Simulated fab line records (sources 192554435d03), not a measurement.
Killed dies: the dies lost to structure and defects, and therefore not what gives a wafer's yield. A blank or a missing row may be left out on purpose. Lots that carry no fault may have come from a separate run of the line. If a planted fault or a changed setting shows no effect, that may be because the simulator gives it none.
Matching of chambers :: flow n5_finfet :: N5_GATE_CUT_STRIP_41 on rie_diel-04 has 4 sister chambers
The step strips in CF4. 16 wafers are shown with their chamber, then 8 later ones without.

EACH WAFER AND ITS CHAMBER
wafer: L076.1
chamber: 2
drypump_motor_current_A (A): 6.1
showerhead_plenum_p_Torr (Torr): 1.78
throttle_valve_pct (%): 13.79

wafer: L076.3
chamber: 1
drypump_motor_current_A (A): 5.4
showerhead_plenum_p_Torr (Torr): 1.84
throttle_valve_pct (%): 13.87

wafer: L076.4
chamber: 3
drypump_motor_current_A (A): 6.8
showerhead_plenum_p_Torr (Torr): 1.72
throttle_valve_pct (%): 13.50

wafer: L077.1
chamber: 3
drypump_motor_current_A (A): 6.8
showerhead_plenum_p_Torr (Torr): 1.72
throttle_valve_pct (%): 13.51

wafer: L077.3
chamber: 0
drypump_motor_current_A (A): 5.4
showerhead_plenum_p_Torr (Torr): 1.87
throttle_valve_pct (%): 13.68

wafer: L077.6
chamber: 3
drypump_motor_current_A (A): 6.8
showerhead_plenum_p_Torr (Torr): 1.72
throttle_valve_pct (%): 13.51

wafer: L081.1
chamber: 3
drypump_motor_current_A (A): 6.7
showerhead_plenum_p_Torr (Torr): 1.72
throttle_valve_pct (%): 13.54

wafer: L081.2
chamber: 0
drypump_motor_current_A (A): 5.4
showerhead_plenum_p_Torr (Torr): 1.87
throttle_valve_pct (%): 13.68

wafer: L081.5
chamber: 3
drypump_motor_current_A (A): 6.8
showerhead_plenum_p_Torr (Torr): 1.72
throttle_valve_pct (%): 13.51

wafer: L082.1
chamber: 1
drypump_motor_current_A (A): 5.4
showerhead_plenum_p_Torr (Torr): 1.83
throttle_valve_pct (%): 13.89

wafer: L082.5
chamber: 0
drypump_motor_current_A (A): 5.3
showerhead_plenum_p_Torr (Torr): 1.87
throttle_valve_pct (%): 13.69

wafer: L082.6
chamber: 3
drypump_motor_current_A (A): 6.8
showerhead_plenum_p_Torr (Torr): 1.72
throttle_valve_pct (%): 13.53

wafer: L085.2
chamber: 3
drypump_motor_current_A (A): 6.8
showerhead_plenum_p_Torr (Torr): 1.71
throttle_valve_pct (%): 13.55

wafer: L085.4
chamber: 0
drypump_motor_current_A (A): 5.4
showerhead_plenum_p_Torr (Torr): 1.86
throttle_valve_pct (%): 13.72

wafer: L085.6
chamber: 2
drypump_motor_current_A (A): 6.1
showerhead_plenum_p_Torr (Torr): 1.78
throttle_valve_pct (%): 13.80

wafer: L086.1
chamber: 0
drypump_motor_current_A (A): 5.4
showerhead_plenum_p_Torr (Torr): 1.86
throttle_valve_pct (%): 13.70

SIGNATURES, as means of the wafers listed above
reading: drypump_motor_current_A
chamber 0: 5.380
chamber 1: 5.400
chamber 2: 6.100
chamber 3: 6.786
scatter within a chamber: 0.0372

reading: showerhead_plenum_p_Torr
chamber 0: 1.8660
chamber 1: 1.8350
chamber 2: 1.7800
chamber 3: 1.7186
scatter within a chamber: 0.00462

reading: throttle_valve_pct
chamber 0: 13.6940
chamber 1: 13.8800
chamber 2: 13.7950
chamber 3: 13.5214
scatter within a chamber: 0.017
Rule: a wafer's distance from a chamber is the root of the sum, over the readings, of the square of ((its reading less the chamber's mean) divided by the reading's scatter). If the next closest chamber is less than 2 further off than the closest, the wafer can't be placed; otherwise it belongs to the closest. The scatter: the root of (the sum of the squares of (reading less its chamber's mean) over the shown wafers, divided by (wafers less chambers)).

WAFERS WITH NO CHAMBER GIVEN
wafer: L086.2
drypump_motor_current_A (A): 6.7
showerhead_plenum_p_Torr (Torr): 1.71
throttle_valve_pct (%): 13.57

wafer: L086.3
drypump_motor_current_A (A): 6.1
showerhead_plenum_p_Torr (Torr): 1.78
throttle_valve_pct (%): 13.79

wafer: L088.1
drypump_motor_current_A (A): 6.8
showerhead_plenum_p_Torr (Torr): 1.71
throttle_valve_pct (%): 13.57

wafer: L088.4
drypump_motor_current_A (A): 6.1
showerhead_plenum_p_Torr (Torr): 1.78
throttle_valve_pct (%): 13.82

wafer: L088.6
drypump_motor_current_A (A): 6.8
showerhead_plenum_p_Torr (Torr): 1.71
throttle_valve_pct (%): 13.56

wafer: L094.1
drypump_motor_current_A (A): 6.8
showerhead_plenum_p_Torr (Torr): 1.71
throttle_valve_pct (%): 13.59

wafer: L094.3
drypump_motor_current_A (A): 5.4
showerhead_plenum_p_Torr (Torr): 1.86
throttle_valve_pct (%): 13.76

wafer: L094.4
drypump_motor_current_A (A): 5.4
showerhead_plenum_p_Torr (Torr): 1.83
throttle_valve_pct (%): 13.39

WHICH CHAMBER EACH ONE RAN IN
wafer: L086.2
from the rows above: 3
in truth: 3

wafer: L086.3
from the rows above: 2
in truth: 2

wafer: L088.1
from the rows above: 3
in truth: 3

wafer: L088.4
from the rows above: 2
in truth: 2

wafer: L088.6
from the rows above: 3
in truth: 3

wafer: L094.1
from the rows above: 3
in truth: 3

wafer: L094.3
from the rows above: 0
in truth: 0

wafer: L094.4
from the rows above: 0
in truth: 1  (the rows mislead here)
7 of 8 placed correctly. Not placeable from these rows: 0. Wrongly placed: 1.
